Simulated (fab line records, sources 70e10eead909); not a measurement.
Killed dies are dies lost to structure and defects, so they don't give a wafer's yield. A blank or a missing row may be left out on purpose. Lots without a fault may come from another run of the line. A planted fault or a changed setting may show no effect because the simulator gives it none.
Which tool did it? | flow nand_harc | 6 lots, 18 wafers sampled, at 5 steps of a route of 1302

WHAT THE GAUGES READ, wafer by wafer
NHARC_END_SORT_01.
lot  | measured     | on        | killed_at_array
L476 | day 26 18:13 | prober-02 | 40 46 41

WHICH TOOL RAN EACH LOT (tool, then ch and the chambers of the sampled wafers, then the start)
lot  | NHARC_A_CHANNEL_HOLE_D1_ETCH_20  | NHARC_A_CHANNEL_HOLE_D1_ETCH_25  | NHARC_A_CHANNEL_HOLE_D1_ETCH_44    | NHARC_A_CHANNEL_FILL_D1_ALD_03
L476 | har_etch-01 ch 0,1, day 10 20:34 | har_etch-01 ch 0,1, day 10 23:26 | rie_diel-08 ch 1,3, day 11 01:14   | ald_sin_batch-01 ch 0, day 11 05:59
L486 | har_etch-02 ch 0,1, day 14 13:06 | har_etch-02 ch 0,1, day 14 16:09 | rie_diel-08 ch 0,1,3, day 14 17:34 | ald_sin_batch-01 ch 0, day 14 22:10
L487 | har_etch-02 ch 0,1, day 15 23:08 | har_etch-02 ch 0,1, day 16 02:02 | rie_diel-08 ch 0,3, day 16 03:42   | ald_sin_batch-03 ch 0, day 16 08:20
L489 | har_etch-01 ch 0,1, day 16 10:46 | har_etch-01 ch 0,1, day 16 13:44 | rie_diel-10 ch 0,1,3, day 16 15:17 | ald_sin_batch-01 ch 0, day 16 18:37
L492 | har_etch-02 ch 0,1, day 17 14:31 | har_etch-02 ch 0,1, day 17 17:19 | rie_diel-08 ch 0,2, day 17 19:09   | ald_sin_batch-03 ch 0, day 17 22:19
L494 | har_etch-01 ch 0,1, day 18 08:15 | har_etch-01 ch 0,1, day 18 11:02 | rie_diel-08 ch 0,1,2, day 18 12:52 | ald_sin_batch-01 ch 0, day 18 17:30
- NHARC_A_CHANNEL_HOLE_D1_ETCH_20: etches the open film in C4F8/O2/Ar, time 361.9 s, target depth 1600 nm.
- NHARC_A_CHANNEL_HOLE_D1_ETCH_25: etches the open film in C4F8/O2/Ar, time 1040.2 s, target depth 1500 nm.
- NHARC_A_CHANNEL_HOLE_D1_ETCH_44: etches the open film in CF4/O2, target depth 140 nm, overetch 14 nm, time 77 s.
- NHARC_A_CHANNEL_FILL_D1_ALD_03: deposits SiNx, target thk 6 nm, pulse time 60 s, ald cycles 58.

THE ANSWER, worked out from the rows above alone
Rule: what is usual is taken from the lots themselves. Put in order of their means at a reading, lots are off if they are a third of the lots or fewer, leave a main group of 4 or more, and stand apart from it by a gap of 3 or more times the standard deviation of the main group's means; of several such gaps the widest counts. A main group whose means are all the same, to the digits that the tables above print for the reading, isn't used. A lot without any number at a reading at which 4 lots or more have one is off too. The other lots that the step has rows for count as sound.
No lot is off at any reading shown: from this, nothing can be told.

WHAT THE SIMULATOR HAD PUT IN
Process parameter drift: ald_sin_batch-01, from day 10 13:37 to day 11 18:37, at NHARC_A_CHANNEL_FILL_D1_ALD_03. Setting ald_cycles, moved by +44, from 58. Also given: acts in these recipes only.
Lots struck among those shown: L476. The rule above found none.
